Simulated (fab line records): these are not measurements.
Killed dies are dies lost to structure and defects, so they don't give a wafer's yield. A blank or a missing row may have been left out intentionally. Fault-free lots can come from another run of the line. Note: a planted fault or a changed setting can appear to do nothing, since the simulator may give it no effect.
Lot-split experiment / flow n5 finfet / 7 lots, 21 wafers read, on a route of 1938 steps

THE SPLIT
At N5_BEOL_M4_COAT_05 (resist thk 30 nm), the setting spin rpm was moved away from the recipe's 1500 rpm on 6 of the 21 wafers read, by -10.9% to +6.5%. This setting was run at the recipe's value on the other wafers.

FROM THE SPLIT TO THE READING: what the file shows between them, 4 steps
- N5_BEOL_M4_EBR_07
- N5_BEOL_M4_SOFTBAKE_06: time 60 s
- N5_BEOL_M4_DESCUM_16: chemistry O2, time 7 s
- N5_BEOL_M4_ETCH_74: etches underlayer in N2/H2, target depth 6.5 nm, time 5.2 s

THE READING
CAR-EUV_of_BEOL_M4_COAT_05.thk nm (the simulator's own value, which no gauge read), in nm, at N5_BEOL_M4_ETCH_63 (etches SiARC in CF4, target depth 15.6 nm, time 26 s). The file gives no usual value for it. Average 11.1 nm, standard deviation 0.094 nm, over the 15 wafers here run with the recipe.

wafer=L079.1; tool, chamber at the split=litho track-03, 0; spin rpm as run, rpm=1500; against the recipe=recipe; CAR-EUV_of_BEOL_M4_COAT_05.thk nm, nm=11; against lot-mates on the recipe=-
wafer=L079.4; tool, chamber at the split=litho track-03, 0; spin rpm as run, rpm=1500; against the recipe=recipe; CAR-EUV_of_BEOL_M4_COAT_05.thk nm, nm=11.2; against lot-mates on the recipe=-
wafer=L079.5; tool, chamber at the split=litho track-03, 0; spin rpm as run, rpm=1434; against the recipe=-4.4%; CAR-EUV_of_BEOL_M4_COAT_05.thk nm, nm=12; against lot-mates on the recipe=+0.9
wafer=L081.2; tool, chamber at the split=litho track-04, 0; spin rpm as run, rpm=1443; against the recipe=-3.8%; CAR-EUV_of_BEOL_M4_COAT_05.thk nm, nm=11.8; against lot-mates on the recipe=+0.8
wafer=L081.3; tool, chamber at the split=litho track-04, 0; spin rpm as run, rpm=1443; against the recipe=-3.8%; CAR-EUV_of_BEOL_M4_COAT_05.thk nm, nm=11.6; against lot-mates on the recipe=+0.6
wafer=L081.6; tool, chamber at the split=litho track-04, 0; spin rpm as run, rpm=1500; against the recipe=recipe; CAR-EUV_of_BEOL_M4_COAT_05.thk nm, nm=11; against lot-mates on the recipe=-
wafer=L083.1; tool, chamber at the split=litho track-02, 0; spin rpm as run, rpm=1500; against the recipe=recipe; CAR-EUV_of_BEOL_M4_COAT_05.thk nm, nm=11; against lot-mates on the recipe=-
wafer=L083.3; tool, chamber at the split=litho track-02, 0; spin rpm as run, rpm=1597; against the recipe=+6.5%; CAR-EUV_of_BEOL_M4_COAT_05.thk nm, nm=10.2; against lot-mates on the recipe=-0.8
wafer=L083.5; tool, chamber at the split=litho track-02, 0; spin rpm as run, rpm=1597; against the recipe=+6.5%; CAR-EUV_of_BEOL_M4_COAT_05.thk nm, nm=10; against lot-mates on the recipe=-1.0
wafer=L090.1; tool, chamber at the split=litho track-04, 0; spin rpm as run, rpm=1337; against the recipe=-10.9%; CAR-EUV_of_BEOL_M4_COAT_05.thk nm, nm=13; against lot-mates on the recipe=+1.8
wafer=L090.5; tool, chamber at the split=litho track-04, 0; spin rpm as run, rpm=1500; against the recipe=recipe; CAR-EUV_of_BEOL_M4_COAT_05.thk nm, nm=11.2; against lot-mates on the recipe=-
wafer=L090.6; tool, chamber at the split=litho track-04, 0; spin rpm as run, rpm=1500; against the recipe=recipe; CAR-EUV_of_BEOL_M4_COAT_05.thk nm, nm=11.2; against lot-mates on the recipe=-
wafer=L086.3; tool, chamber at the split=litho track-03, 0; spin rpm as run, rpm=1500; against the recipe=recipe; CAR-EUV_of_BEOL_M4_COAT_05.thk nm, nm=11.2; against lot-mates on the recipe=-
wafer=L086.5; tool, chamber at the split=litho track-03, 0; spin rpm as run, rpm=1500; against the recipe=recipe; CAR-EUV_of_BEOL_M4_COAT_05.thk nm, nm=11.2; against lot-mates on the recipe=-
wafer=L086.6; tool, chamber at the split=litho track-03, 0; spin rpm as run, rpm=1500; against the recipe=recipe; CAR-EUV_of_BEOL_M4_COAT_05.thk nm, nm=11; against lot-mates on the recipe=-
wafer=L091.1; tool, chamber at the split=litho track-03, 0; spin rpm as run, rpm=1500; against the recipe=recipe; CAR-EUV_of_BEOL_M4_COAT_05.thk nm, nm=11.2; against lot-mates on the recipe=-
wafer=L091.2; tool, chamber at the split=litho track-03, 0; spin rpm as run, rpm=1500; against the recipe=recipe; CAR-EUV_of_BEOL_M4_COAT_05.thk nm, nm=11.2; against lot-mates on the recipe=-
wafer=L091.5; tool, chamber at the split=litho track-03, 0; spin rpm as run, rpm=1500; against the recipe=recipe; CAR-EUV_of_BEOL_M4_COAT_05.thk nm, nm=11; against lot-mates on the recipe=-
wafer=L092.4; tool, chamber at the split=litho track-04, 0; spin rpm as run, rpm=1500; against the recipe=recipe; CAR-EUV_of_BEOL_M4_COAT_05.thk nm, nm=11.2; against lot-mates on the recipe=-
wafer=L092.5; tool, chamber at the split=litho track-04, 0; spin rpm as run, rpm=1500; against the recipe=recipe; CAR-EUV_of_BEOL_M4_COAT_05.thk nm, nm=11.2; against lot-mates on the recipe=-
wafer=L092.6; tool, chamber at the split=litho track-04, 0; spin rpm as run, rpm=1500; against the recipe=recipe; CAR-EUV_of_BEOL_M4_COAT_05.thk nm, nm=11.2; against lot-mates on the recipe=-

THE FIT
A straight line over all 21 wafers: CAR-EUV_of_BEOL_M4_COAT_05.thk nm changes by -0.167 nm for each +1% of spin rpm; r = -0.99; the points scatter about the line by 0.1 nm.
The same after taking each lot's own level away (the mean of its wafers on the recipe; 21 wafers): -0.161 nm for each +1%; r = -0.99; scatter 0.099 nm.
Per that fit: largest spin rpm move, reading shift of 1.7 nm.
The lots' own levels span 11.00 to 11.20 nm, that is 2.1 times the standard deviation above.
The two slopes agree, so the slope changes little with the lot-to-lot level.
Check: with one of the wafers moved furthest among these (-10.9%) left out of the fit, the line predicts +1.76 nm for it against its lot-mates. Against them it came out at +1.8 nm.

THESE WAFERS: OTHER SPLITS
Note: prior to the reading, these wafers also went through further splits. Each is held against what the fit with the lots' levels taken away leaves over:
other split on the same wafers=N5_BEOL_M3_ETCH_64 time s; wafers away from the commonest value=6; r with CAR-EUV_of_BEOL_M4_COAT_05.thk nm (lot level and that fit taken away)=+0.10
other split on the same wafers=N5_BEOL_M3_COAT_22 spin rpm; wafers away from the commonest value=9; r with CAR-EUV_of_BEOL_M4_COAT_05.thk nm (lot level and that fit taken away)=-0.04

THE WHOLE CHAIN: every reading that the file lists as answering this split, in the file's order
step=N5_BEOL_M4_COAT_05; what it does=resist thk 30 nm; reading=CAR-EUV_of_BEOL_M4_COAT_05.thk nm (the simulator's own value, which no gauge read); change (the file's fit)=-0.161 nm for each +1% of the setting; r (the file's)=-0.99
step=N5_BEOL_M4_ETCH_63; what it does=etches SiARC in CF4, target depth 15.6 nm, time 26 s; reading=CAR-EUV_of_BEOL_M4_COAT_05.thk nm (the simulator's own value, which no gauge read); change (the file's fit)=-0.165 nm for each +1% of the setting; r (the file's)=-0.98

THE FILE'S OWN FIT
CAR-EUV_of_BEOL_M4_COAT_05.thk nm changes by -0.165 nm for each +1% of spin rpm, r = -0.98.
